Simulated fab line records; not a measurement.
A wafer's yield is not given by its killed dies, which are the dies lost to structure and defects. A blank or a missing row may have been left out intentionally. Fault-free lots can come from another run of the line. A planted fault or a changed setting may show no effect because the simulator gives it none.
fab line records	flow n5_finfet
[record] lots = 6	wafers = 18	last_day = 17
route steps=1938 shown BEOL_M8@1399 BEOL_M9@1401 PASSIVATION@1936
lots with no fault: from the same line, run without faults
start_h: start of the lot's first displayed wafer, in hours after the record's first day	wait_h: time in hours since the lot's previous step	" repeats the value in the row above	L1.1+2: one row covering several wafers at once	- no value, or no start given	* or withheld: withheld	< > ~ a bound
route shown NAME@n: names a module that has steps shown in the file, with the first one's number in the route	usual: mean/standard deviation taken from wafers without a fault	same: alike in all rows	chamber/n: place in a boat	sites: readings site by site	_std_site: the standard deviation of these	_edge_site: the outer-site mean with the inner-site mean subtracted	radius_mm: how far each site lies from the wafer's centre	mask NAME#n: copy n	behind: tool/chamber where the wafer was last shaped	hold: why the lot went on hold/how many hours it stayed there/how the hold came to an end	device: the transistor (n, p or np) that didn't switch	end of line: the tests these same wafers got at the end of their route	step lacking rows: just its recipe	killed: count of dies lost to structure and defects at first sort (not the wafer's yield)	map: a wafer's dies, x killed, . not, _ none there
set.NAME: the run value of the setting; set.NAME@STEP: its run value at that earlier step	model.NAME: the simulator's own value behind a step, which no gauge read
a table for each step, a row for each wafer; lots at some steps of the route
services: the hour from which a tool's chamber was out of use, counted from the record's first day as start_h (under 0 if before that day), plus the number of hours and why
[[steps]]
[step N5_BEOL_M8_RS_MEAS_57]
[recipe] thk_meas_gauge = four-point-probe	reads = Cu_of_BEOL_M8_ECD_50+Co_of_BEOL_M8_CVD_78+TaN_of_BEOL_M8_ALD_77
[usual] M8_RS = 0.286/0.011
lot.wafer	tool	chamber	start_h	wait_h	M8_RS[ohm/sq]
L444.1	film_metro-01	-	195.95	0.1	0.271
L444.2	"	-	"	"	0.290
L444.6	"	-	"	"	0.280
L445.1	film_metro-01	-	202.68	0.1	0.286
L445.3	"	-	"	"	0.275
L445.5	"	-	"	"	0.276
L456.3	film_metro-01	-	270.68	0.1	0.285
L456.4	"	-	"	"	0.280
L456.6	"	-	"	"	0.283
L457.2	film_metro-01	-	281.67	0.1	0.274
L457.3	"	-	"	"	0.299
L457.5	"	-	"	"	0.285
L460.1	film_metro-01	-	300.03	0.1	0.306
L460.3	"	-	"	"	0.273
L460.4	"	-	"	"	0.270
L466.1	film_metro-01	-	340.24	0.1	0.297
L466.2	"	-	"	"	0.294
L466.4	"	-	"	"	0.276
[step N5_BEOL_M8_INSPECT_58]
[recipe] inspect_instrument = darkfield	mode = post_dep
[usual] raw_defect_count = 70/23
lot.wafer	tool	chamber	start_h	wait_h	raw_defect_count
L444.1	defect_inspect-02	-	195.98	0.0	60
L444.2	"	-	"	"	73
L444.6	"	-	"	"	106
L445.1	defect_inspect-02	-	202.71	0.0	47
L445.3	"	-	"	"	43
L445.5	"	-	"	"	55
L456.3	defect_inspect-01	-	270.71	0.0	58
L456.4	"	-	"	"	49
L456.6	"	-	"	"	42
L457.2	defect_inspect-01	-	281.69	0.0	69
L457.3	"	-	"	"	50
L457.5	"	-	"	"	57
L460.1	defect_inspect-01	-	300.05	0.0	119
L460.3	"	-	"	"	64
L460.4	"	-	"	"	82
L466.1	defect_inspect-02	-	340.26	0.0	67
L466.2	"	-	"	"	71
L466.4	"	-	"	"	95
[step N5_BEOL_M9_ILD_DEP_00]
[recipe] material = SiCOH_lowk	target_thk_a = 3085.1	temp_c = 300	precursor = DEMS/porogen	pressure_torr = 5	rf_w = 500	time_s = 58
[usual] heater_power_w = 313/47	showerhead_plenum_p_Torr = 5.738/0.0097	throttle_valve_pct = 14.0/0.91
lot.wafer	tool	chamber	start_h	wait_h	heater_power_w	showerhead_plenum_p_Torr	since_wet_clean_h	throttle_valve_pct
L444.1	pecvd-01	2	196.04	0.1	355	5.744	431	13.8
L444.2	"	0	"	"	370	5.748	719	13.5
L444.6	"	1	"	"	287	5.725	-	12.7
L445.1	pecvd-01	2	202.75	0.0	325	5.740	437	13.8
L445.3	"	1	"	"	329	5.740	1450	12.7
L445.5	"	0	"	"	340	5.721	-	13.5
L456.3	pecvd-02	0	270.74	0.0	282	5.739	1337	16.0
L456.4	"	1	"	"	381	5.756	-	14.0
L456.6	"	0	"	"	296	5.744	-	16.0
L457.2	pecvd-03	2	281.73	0.0	232	5.747	232	13.3
L457.3	"	1	"	"	242	5.742	1711	15.4
L457.5	"	1	"	"	244	5.723	-	15.7
L460.1	pecvd-02	2	300.09	0.0	373	5.743	612	14.6
L460.3	"	1	"	"	330	5.738	2091	14.3
L460.4	"	2	"	"	377	5.747	-	14.4
L466.1	pecvd-02	1	340.30	0.0	347	5.723	2132	14.1
L466.2	"	2	"	"	378	5.743	653	14.6
L466.4	"	1	"	"	374	5.722	-	14.4
[step N5_BEOL_M9_CURE_71]
[recipe] temp_c = 385	time_s = 240	ambient = He/Ar	material = SiCOH_lowk
[usual] lamp_power_pct = 52.31/0.06	wafer_temp_C_max = 386.6/0.56
lot.wafer	tool	chamber	start_h	wait_h	lamp_power_pct	wafer_temp_C_max
L444.1	uv_cure-02	0	196.12	0.0	52.39	386.4
L444.2	"	0	"	"	52.31	386.2
L444.6	"	0	"	"	52.36	386.3
L445.1	uv_cure-03	0	202.83	0.0	52.39	386.4
L445.3	"	0	"	"	52.25	386.5
L445.5	"	0	"	"	52.36	386.1
L456.3	uv_cure-01	2	270.98	0.2	52.29	387.3
L456.4	"	2	"	"	52.32	387.7
L456.6	"	2	"	"	52.29	387.8
L457.2	uv_cure-01	0	281.89	0.1	52.37	386.9
L457.3	"	0	"	"	52.35	386.9
L457.5	"	0	"	"	52.25	387.3
L460.1	uv_cure-02	0	300.17	0.0	52.37	386.2
L460.3	"	0	"	"	52.34	385.9
L460.4	"	0	"	"	52.30	386.5
L466.1	uv_cure-01	0	341.88	1.6	52.21	386.6
L466.2	"	0	"	"	52.29	386.6
L466.4	"	0	"	"	52.27	386.3
[step N5_BEOL_M9_THK_MEAS_01]
[recipe] reads = SiCOH_lowk_of_BEOL_M9_ILD_DEP_00
[usual] M9_ILD_THK = 268/3.8
lot.wafer	tool	chamber	start_h	wait_h	M9_ILD_THK[nm]
L444.1	film_metro-01	-	197.59	1.4	263
L444.2	"	-	"	"	271
L444.6	"	-	"	"	273
L445.1	film_metro-01	-	203.49	0.6	262
L445.3	"	-	"	"	265
L445.5	"	-	"	"	269
L456.3	film_metro-01	-	271.33	0.3	265
L456.4	"	-	"	"	266
L456.6	"	-	"	"	271
L457.2	film_metro-01	-	282.32	0.4	269
L457.3	"	-	"	"	266
L457.5	"	-	"	"	274
L460.1	film_metro-01	-	300.68	0.4	260
L460.3	"	-	"	"	259
L460.4	"	-	"	"	265
L466.1	film_metro-01	-	342.39	0.4	267
L466.2	"	-	"	"	267
L466.4	"	-	"	"	269
[step N5_BEOL_M9_PECVD_70]
[recipe] material = SiO2	target_thk_a = 200	temp_c = 400	precursor = TEOS/O2	pressure_torr = 5.5	rf_w = 450	teos_flow_sccm = 53.8	gas = O2	flow_sccm = 3000	time_s = 22.7
[step N5_BEOL_M9_HM_DEP_02]
[recipe] material = TiN	target_thk_a = 200	temp_c = 25	chamber_pressure_pa = 0.49996
[usual] throttle_valve_pct = 30.0/0.96
lot.wafer	tool	chamber	start_h	wait_h	throttle_valve_pct
L444.1	pvd_sputter-03	-	198.10	0.5	30.1
L444.2	"	-	"	"	29.9
L444.6	"	-	"	"	30.0
L445.1	pvd_sputter-02	-	205.01	1.5	30.3
L445.3	"	-	"	"	29.4
L445.5	"	-	"	"	31.5
L456.3	pvd_sputter-03	-	272.52	1.1	30.2
L456.4	"	-	"	"	28.6
L456.6	"	-	"	"	30.2
L457.2	pvd_sputter-01	-	282.41	0.0	29.1
L457.3	"	-	"	"	30.7
L457.5	"	-	"	"	29.2
L460.1	pvd_sputter-01	-	302.26	1.5	29.3
L460.3	"	-	"	"	29.3
L460.4	"	-	"	"	31.0
L466.1	pvd_sputter-02	-	343.80	1.3	30.3
L466.2	"	-	"	"	31.6
L466.4	"	-	"	"	30.9
[step N5_BEOL_M9_COAT_59]
[recipe] resist = SOC	temp_c = 250	time_s = 60	spin_rpm = 1500	resist_thk_nm = 100
[step N5_BEOL_M9_COAT_60]
[recipe] resist = SiARC	temp_c = 220	time_s = 60	spin_rpm = 1500	resist_thk_nm = 30
[step N5_BEOL_M9_COAT_05]
[recipe] resist = CAR-ArF	spin_rpm = 1500	resist_thk_nm = 90
[step N5_BEOL_M9_EBR_07]
[recipe] solvent = PGMEA	ebr_width_mm = 1.5
[step N5_BEOL_M9_SOFTBAKE_06]
[recipe] temp_c = 110	time_s = 60	resist = CAR-ArF
[step N5_BEOL_M9_EXPOSE_08]
[recipe] mask_id = M9	na = 1.35	source_shape = dipole	sigma_inner = 0.411	sigma_outer = 0.611	polarization = te	dose_mj = 53.75
[usual] exposure_dose_mJ_cm2 = 53.71/0.06
lot.wafer	tool	chamber	start_h	wait_h	mask	exposure_dose_mJ_cm2
L444.1	arfi_scanner-03	0	198.47	-	M9#0	53.60
L444.2	"	0	"	"	M9#0	53.65
L444.6	"	0	"	"	M9#0	53.63
L445.1	arfi_scanner-01	0	205.26	-	M9#0	53.74
L445.3	"	0	"	"	M9#0	53.72
L445.5	"	0	"	"	M9#0	53.76
L456.3	arfi_scanner-01	0	272.90	-	M9#0	55.08
L456.4	"	0	"	"	M9#0	55.04
L456.6	"	0	"	"	M9#0	55.15
L457.2	arfi_scanner-01	0	282.67	-	M9#0	54.77
L457.3	"	0	"	"	M9#0	54.71
L457.5	"	0	"	"	M9#0	54.71
L460.1	arfi_scanner-03	0	302.51	-	M9#0	53.87
L460.3	"	0	"	"	M9#0	53.75
L460.4	"	0	"	"	M9#0	53.80
L466.1	arfi_scanner-02	0	344.25	-	M9#0	53.78
L466.2	"	0	"	"	M9#0	53.71
L466.4	"	0	"	"	M9#0	53.73
[step N5_BEOL_M9_PEB_09]
[recipe] peb_temp_c = withheld	peb_time_s = 60	resist = CAR-ArF
[step N5_BEOL_M9_DEVELOP_10]
[recipe] develop_time_s = 30	developer = TMAH	resist = CAR-ArF	rinse_liquid = diw	dry = air_spin	dev_temp_c = 23
[step N5_BEOL_M9_CD_MEAS_11]
[recipe] target_cd_nm = 64.1	landing_energy_ev = 500	detector = se_inlens	polarity = opening
[usual] cd_nm = 64.0/0.62
lot.wafer	tool	chamber	start_h	wait_h	cd_nm
L444.1	cd_sem-03	0	198.60	-	63.1
L444.2	"	0	"	"	63.8
L444.6	"	0	"	"	64.3
L445.1	cd_sem-03	0	205.38	-	63.4
L445.3	"	0	"	"	63.1
L445.5	"	0	"	"	64.1
L456.3	cd_sem-02	0	273.02	-	65.6
L456.4	"	0	"	"	65.4
L456.6	"	0	"	"	66.6
L457.2	cd_sem-01	0	282.79	-	64.5
L457.3	"	0	"	"	65.1
L457.5	"	0	"	"	64.9
L460.1	cd_sem-01	0	302.64	-	64.7
L460.3	"	0	"	"	63.8
L460.4	"	0	"	"	64.3
L466.1	cd_sem-01	0	344.37	-	63.2
L466.2	"	0	"	"	63.5
L466.4	"	0	"	"	63.3
[step N5_BEOL_M9_OVL_MEAS_12]
[recipe] points_per_wafer = 44
[usual] M9_OVL = 0.5/0.65
lot.wafer	tool	chamber	start_h	wait_h	M9_OVL[nm]
L444.1	overlay-01	0	198.63	0.0	0.2
L444.2	"	0	"	"	0.4
L444.6	"	0	"	"	0.9
L445.1	overlay-02	0	205.41	0.0	0.3
L445.3	"	0	"	"	0.0
L445.5	"	0	"	"	0.8
L456.3	overlay-02	0	273.05	0.0	1.4
L456.4	"	0	"	"	0.2
L456.6	"	0	"	"	0.6
L457.2	overlay-02	0	282.82	0.0	0.5
L457.3	"	0	"	"	1.2
L457.5	"	0	"	"	-0.4
L460.1	overlay-02	0	302.67	0.0	0.9
L460.3	"	0	"	"	0.0
L460.4	"	0	"	"	1.7
L466.1	overlay-02	0	344.40	0.0	0.4
L466.2	"	0	"	"	0.2
L466.4	"	0	"	"	0.6
[step N5_BEOL_M9_INSPECT_13]
[recipe] mode = adi	inspect_instrument = brightfield
[usual] raw_defect_count = 395/80
lot.wafer	tool	chamber	start_h	wait_h	raw_defect_count
L444.1	defect_inspect-01	-	198.65	0.0	377
L444.2	"	-	"	"	289
L444.6	"	-	"	"	492
L445.1	defect_inspect-02	-	205.44	0.0	309
L445.3	"	-	"	"	304
L445.5	"	-	"	"	291
L456.3	defect_inspect-01	-	273.07	0.0	354
L456.4	"	-	"	"	498
L456.6	"	-	"	"	413
L457.2	defect_inspect-01	-	282.84	0.0	316
L457.3	"	-	"	"	295
L457.5	"	-	"	"	329
L460.1	defect_inspect-01	-	302.69	0.0	538
L460.3	"	-	"	"	426
L460.4	"	-	"	"	498
L466.1	defect_inspect-01	-	344.43	0.0	361
L466.2	"	-	"	"	261
L466.4	"	-	"	"	323
[step N5_BEOL_M9_DESCUM_16]
[recipe] chemistry = O2	time_s = 7.9	source_power_w = 50	bias_power_w = 20	pressure_mtorr = 20	rf_frequency_hz = 2.712e+07	temp_c = 40	resist = CAR-ArF	o2_flow_sccm = 225
[usual] drypump_motor_current_A = 5.89/0.27	oes_product_au = 0.76/0.079	rf_vpp_V = 243.0/1.2	showerhead_plenum_p_Torr = 2.09/0.056	throttle_valve_pct = 20.41/0.25
lot.wafer	tool	chamber	start_h	wait_h	drypump_motor_current_A	oes_product_au	rf_hours_counter_h	rf_vpp_V	showerhead_plenum_p_Torr	throttle_valve_pct
L444.1	rie_diel-03	1	198.69	0.0	5.48	0.70	210	242.7	2.06	20.67
L444.2	"	2	"	"	6.05	0.81	89	243.5	2.09	20.24
L444.6	"	1	"	"	5.49	0.70	-	243.1	2.06	20.70
L445.1	rie_diel-03	1	205.92	0.5	5.49	0.69	212	243.1	2.05	20.69
L445.3	"	2	"	"	6.04	0.80	92	242.9	2.09	20.27
L445.5	"	3	"	"	5.84	0.69	-	242.5	2.16	20.43
L456.3	rie_diel-02	0	273.11	0.0	5.48	0.87	47	243.7	2.03	20.23
L456.4	"	1	"	"	5.97	0.79	92	244.3	2.17	20.06
L456.6	"	3	"	"	6.18	0.85	-	242.3	2.05	20.19
L457.2	rie_diel-06	1	283.08	0.2	6.49	0.83	84	244.4	2.11	20.15
L457.3	"	3	"	"	5.78	0.67	245	242.6	2.08	20.85
L457.5	"	3	"	"	5.77	0.68	-	242.8	2.07	20.86
L460.1	rie_diel-03	2	302.93	0.2	6.03	0.77	124	243.3	2.08	20.31
L460.3	"	0	"	"	5.72	0.73	199	241.7	2.00	20.61
L460.4	"	1	"	"	5.45	0.67	245	242.6	2.04	20.73
L466.1	rie_diel-06	1	344.46	0.0	6.50	0.80	105	243.4	2.10	20.17
L466.2	"	0	"	"	5.77	0.67	224	245.0	2.18	20.74
L466.4	"	2	"	"	6.04	0.67	249	244.0	2.07	20.68
[step N5_BEOL_M9_ETCH_61]
[recipe] chemistry = CF4	target = SiARC	target_depth_a = 390	mask_material = CAR-ArF	time_s = 65	ion_energy_ev = 80	pressure_mtorr = 40	source_w = 545	bias_w = 36	Ar_flow_sccm = 100	cf4_flow_sccm = 100	ends = cleared
[usual] drypump_motor_current_A = 5.88/0.27	etch_rf_on_time_s = 64.4/2.6	oes_product_au = 0.65/0.064	rf_vpp_V = 184.1/1	showerhead_plenum_p_Torr = 2.14/0.053	throttle_valve_pct = 15.62/0.21
lot.wafer	tool	chamber	start_h	wait_h	drypump_motor_current_A	etch_rf_on_time_s	oes_product_au	rf_hours_counter_h	rf_vpp_V	showerhead_plenum_p_Torr	throttle_valve_pct	model.BEOL_M9.cd_offset_nm
L444.1	rie_diel-03	1	198.72	0.0	5.46	68.3	0.59	210	182.8	2.11	15.95	-0.6
L444.2	"	2	"	"	6.02	61.9	0.69	89	184.6	2.18	15.65	-0.2
L444.6	"	1	"	"	5.48	68.2	0.59	-	183.9	2.11	15.95	-0.2
L445.1	rie_diel-03	1	205.95	0.0	5.51	67.2	0.59	212	184.1	2.11	15.95	-0.8
L445.3	"	2	"	"	6.06	61.5	0.70	92	184.5	2.17	15.65	-1.6
L445.5	"	3	"	"	5.80	65.3	0.61	-	185.8	2.19	15.58	0
L456.3	rie_diel-02	0	273.14	0.0	5.50	65.8	0.73	47	183.5	2.11	15.49	1.6
L456.4	"	1	"	"	5.96	62.3	0.69	92	184.5	2.25	15.43	1.6
L456.6	"	3	"	"	6.18	61.3	0.75	-	183.1	2.11	15.38	2.8
L457.2	rie_diel-06	1	283.11	0.0	6.50	68.1	0.68	84	184.1	2.19	15.40	0.6
L457.3	"	3	"	"	5.79	69.7	0.57	245	183.3	2.13	16.07	1
L457.5	"	3	"	"	5.79	69.3	0.57	-	183.7	2.13	16.08	1.8
L460.1	rie_diel-03	2	302.96	0.0	6.04	61.4	0.66	124	184.2	2.16	15.72	0.6
L460.3	"	0	"	"	5.75	62.7	0.63	199	183.2	2.05	15.81	-0.4
L460.4	"	1	"	"	5.47	68.1	0.56	245	183.5	2.10	16.03	0.2
L466.1	rie_diel-06	1	344.50	0.0	6.50	67.7	0.67	105	184.0	2.18	15.47	-1
L466.2	"	0	"	"	5.79	64.6	0.59	224	185.4	2.19	15.75	-1
L466.4	"	2	"	"	6.01	61.7	0.59	249	185.2	2.08	15.68	-0.6
[step N5_BEOL_M9_ETCH_62]
[recipe] chemistry = N2/H2	target = SOC	target_depth_a = 1100	overetch_a = 220	mask_material = SiARC	temp_c = 40	time_s = 165	ion_energy_ev = 200	pressure_mtorr = 30	source_w = 840	bias_w = 150	n2_flow_sccm = 200	h2_flow_sccm = 200
[usual] drypump_motor_current_A = 5.90/0.27	oes_product_au = 0.65/0.061	rf_vpp_V = 523.7/2.1	showerhead_plenum_p_Torr = 2.54/0.076	throttle_valve_pct = 17.77/0.23
lot.wafer	tool	chamber	start_h	wait_h	drypump_motor_current_A	oes_product_au	rf_hours_counter_h	rf_vpp_V	showerhead_plenum_p_Torr	throttle_valve_pct
L444.1	rie_diel-03	1	198.77	0.0	5.48	0.60	210	521.8	2.51	18.13
L444.2	"	2	"	"	6.00	0.67	89	524.4	2.58	17.91
L444.6	"	1	"	"	5.50	0.60	-	523.2	2.51	18.13
L445.1	rie_diel-03	1	206.00	0.0	5.47	0.59	212	520.6	2.51	18.13
L445.3	"	2	"	"	6.05	0.67	92	523.9	2.58	17.90
L445.5	"	3	"	"	5.84	0.60	-	525.1	2.62	17.77
L456.3	rie_diel-02	0	273.19	0.0	5.49	0.72	47	520.9	2.47	17.59
L456.4	"	1	"	"	5.98	0.67	92	528.3	2.67	17.51
L456.6	"	3	"	"	6.17	0.71	-	522.5	2.50	17.75
L457.2	rie_diel-06	1	283.16	0.0	6.50	0.71	84	525.1	2.55	17.41
L457.3	"	3	"	"	5.79	0.59	245	523.6	2.50	18.11
L457.5	"	3	"	"	5.78	0.60	-	523.5	2.50	18.11
L460.1	rie_diel-03	2	303.01	0.0	6.06	0.65	124	523.4	2.57	17.98
L460.3	"	0	"	"	5.74	0.62	199	521.9	2.41	17.83
L460.4	"	1	"	"	5.47	0.58	245	522.3	2.50	18.19
L466.1	rie_diel-06	1	344.55	0.0	6.51	0.68	105	523.5	2.54	17.44
L466.2	"	0	"	"	5.80	0.59	224	524.5	2.65	18.15
L466.4	"	2	"	"	6.02	0.57	249	522.6	2.47	17.66
[step N5_PASSIVATION_PROBE_49]
[usual] defect_limited_yield = 91.1/1.5	killed_at_M0_to_M3 = 35/11	killed_at_M4_up = 13/5.7	killed_at_contacts = 12/5.7	killed_at_front_end = 40/11	killed_at_other = 4/4.4	killed_dies = 105/18	killed_open = 68/14	killed_short = 34/7.4	sort_bin_5_function = 5.2/1	sort_bin_6_memory = 3.3/0.67	sort_bin_8_speed = 0.04/0.29	sort_n_pass = 1074/18	sort_yield_pct = 91.0/1.5
[same] gross_dies = 1180	killed_at_back_side = 0	sort_bin_4_leakage[%] = 0
lot.wafer	tool	chamber	start_h	wait_h	defect_limited_yield[%]	killed_at_M0_to_M3	killed_at_M4_up	killed_at_contacts	killed_at_front_end	killed_at_other	killed_dies	killed_open	killed_short	sort_bin_5_function[%]	sort_bin_6_memory[%]	sort_bin_8_speed[%]	sort_n_pass	sort_yield_pct[%]
L456.3	prober-01	-	327.58	0.1	92.7	35	7	8	34	2	86	61	25	4.0	3.1	0	1094	92.7
L456.4	prober-01	-	327.63	0.2	92.6	34	4	6	42	1	87	51	33	3.9	3.1	0	1093	92.6
L456.6	prober-01	-	327.73	0.3	92.6	27	21	13	23	3	87	61	23	3.8	3.4	0	1093	92.6
L457.2	prober-02	-	345.91	0.4	91.3	25	10	11	56	1	103	67	33	4.7	3.7	0	1077	91.3
L457.3	prober-02	-	345.96	0.4	91.6	32	19	4	39	5	99	75	24	4.6	3.6	0	1081	91.6
L457.5	prober-02	-	346.06	0.5	91.4	40	21	14	23	4	102	63	34	4.2	3.6	0	1078	91.4
L466.4	prober-01	-	401.65	0.2	93.2	36	16	7	20	1	80	46	32	3.7	2.8	0	1100	93.2
// killed by level:class
L456.3 FIN_SAQP:geometric_particle:open=9 BEOL_M0_SAQP:geometric_particle:open=9 BEOL_M0_SAQP:geometric_particle:short=7 STI_FIN_REVEAL:geometric_particle:open=6 MOL_CONTACT_COAG:geometric_particle:open=6 BEOL_M2:geometric_particle:open=6 BEOL_M1:geometric_particle:open=5 FIN_SAQP:geometric_particle:short=4
L456.4 FIN_SAQP:geometric_particle:open=12 BEOL_M1:geometric_particle:open=11 BEOL_M0_SAQP:geometric_particle:short=8 BEOL_M0_SAQP:geometric_particle:open=6 GATE_CUT:geometric_particle:short=5 FIN_SAQP:geometric_particle:short=4 MOL_CONTACT_COAG:geometric_particle:open=4 STI_FIN_REVEAL:geometric_particle:open=3
L456.6 BEOL_M0_SAQP:geometric_particle:open=12 BEOL_M4:geometric_particle:open=12 MOL_CONTACT_COAG:geometric_particle:open=9 FIN_SAQP:geometric_particle:open=6 BEOL_M0_SAQP:geometric_particle:short=5 MOL_CONTACT_COAG:geometric_particle:short=4 BEOL_M1:geometric_particle:open=4 STARTING-WAFER:geometric_particle:short=3
L457.2 STI_FIN_REVEAL:geometric_particle:open=25 MOL_CONTACT_COAG:geometric_particle:open=8 BEOL_M0_SAQP:geometric_particle:open=8 BEOL_M0_SAQP:geometric_particle:short=7 GATE_CUT:geometric_particle:short=5 FIN_SAQP:geometric_particle:short=4 FIN_SAQP:geometric_particle:open=4 BEOL_M2:geometric_particle:open=4
L457.3 STI_FIN_REVEAL:geometric_particle:open=16 BEOL_M4:geometric_particle:open=11 BEOL_M0_SAQP:geometric_particle:open=10 BEOL_M3:geometric_particle:open=9 FIN_SAQP:geometric_particle:open=6 GATE_CUT:geometric_particle:short=4 BEOL_M2:geometric_particle:open=4 MOL_CONTACT_COAG:geometric_particle:open=3
L457.5 BEOL_M0_SAQP:geometric_particle:short=15 MOL_CONTACT_COAG:geometric_particle:open=12 BEOL_M0_SAQP:geometric_particle:open=10 BEOL_M3:geometric_particle:open=7 BEOL_M5:geometric_particle:open=6 FIN_SAQP:geometric_particle:open=5 DUMMY_GATE:geometric_particle:open=5 BEOL_M4:geometric_particle:open=5
L466.4 BEOL_M2:geometric_particle:open=14 GATE_CUT:geometric_particle:short=6 MOL_CONTACT_COAG:geometric_particle:open=6 BEOL_M0:geometric_particle:short=6 BEOL_M4:geometric_particle:short=5 STI_FIN_REVEAL:geometric_particle:open=4 BEOL_M0_SAQP:geometric_particle:short=3 BEOL_M0_SAQP:geometric_particle:open=3
[[services]]
tool	chamber	start_h	hours	kind
pvd_sputter-02	-	177.09	4.0	repair
arfi_scanner-01	-	180.56	3.9	pm
arfi_scanner-03	-	185.14	1.3	repair
arfi_scanner-03	-	208.72	0.8	pm
uv_cure-02	-	209.39	2.8	pm
uv_cure-01	-	211.51	7.5	pm
pecvd-02	-	217.23	0.5	repair
rie_diel-03	-	220.73	0.9	repair
rie_diel-02	3	229.20	1.3	repair
arfi_scanner-03	-	233.36	1.0	pm
uv_cure-02	-	236.62	2.6	repair
rie_diel-03	0	237.94	16.9	repair
uv_cure-01	-	245.37	5.4	repair
pecvd-01	0	245.86	8.9	repair
arfi_scanner-01	-	270.03	1.3	pm
arfi_scanner-01	-	271.33	1.0	pm
arfi_scanner-01	-	273.67	0.8	pm
arfi_scanner-01	-	287.44	1.0	pm
uv_cure-01	-	294.39	2.1	pm
arfi_scanner-01	-	316.98	4.9	pm
pecvd-02	-	322.09	5.5	pm
arfi_scanner-01	-	323.04	0.7	repair
pecvd-02	-	333.66	1.2	repair
rie_diel-02	2	343.65	3.2	repair
[[key]]
[first_sign] step = N5_BEOL_M9_EXPOSE_08	reading = exposure_dose_mJ_cm2	direction = up	sigmas = 20	usual = 53.71	struck = 54.91
[effect] step = N5_BEOL_M9_CD_MEAS_11	reading = cd_nm	direction = up	sigmas = 2.1	usual = 64.0	struck = 65.3	wafers_moved = 3	through = control_loop
[model_effect] step = N5_BEOL_M9_ETCH_61	value = BEOL_M9.cd_offset_nm	without = 0.4	struck = 1.567
met_at N5_BEOL_M9_EXPOSE_08
struck_wafers L456.3,L456.4,L456.6,L457.2,L457.3,L457.5
[loop_trim] step = N5_BEOL_M9_EXPOSE_08	setting = dose	lots = L457
onset_between 205.26 272.90
[fault] kind = process_parameter_drift	tool = arfi_scanner-01	chamber = -	onset_h = 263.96	steps = N5_BEOL_M9_EXPOSE_08	channel = dose_mj	offset = 1.2988	shape = step	acts_in = these_recipes_only	stated = 53.75
// loop_trim: a control loop set the setting to another value than it would have without faults
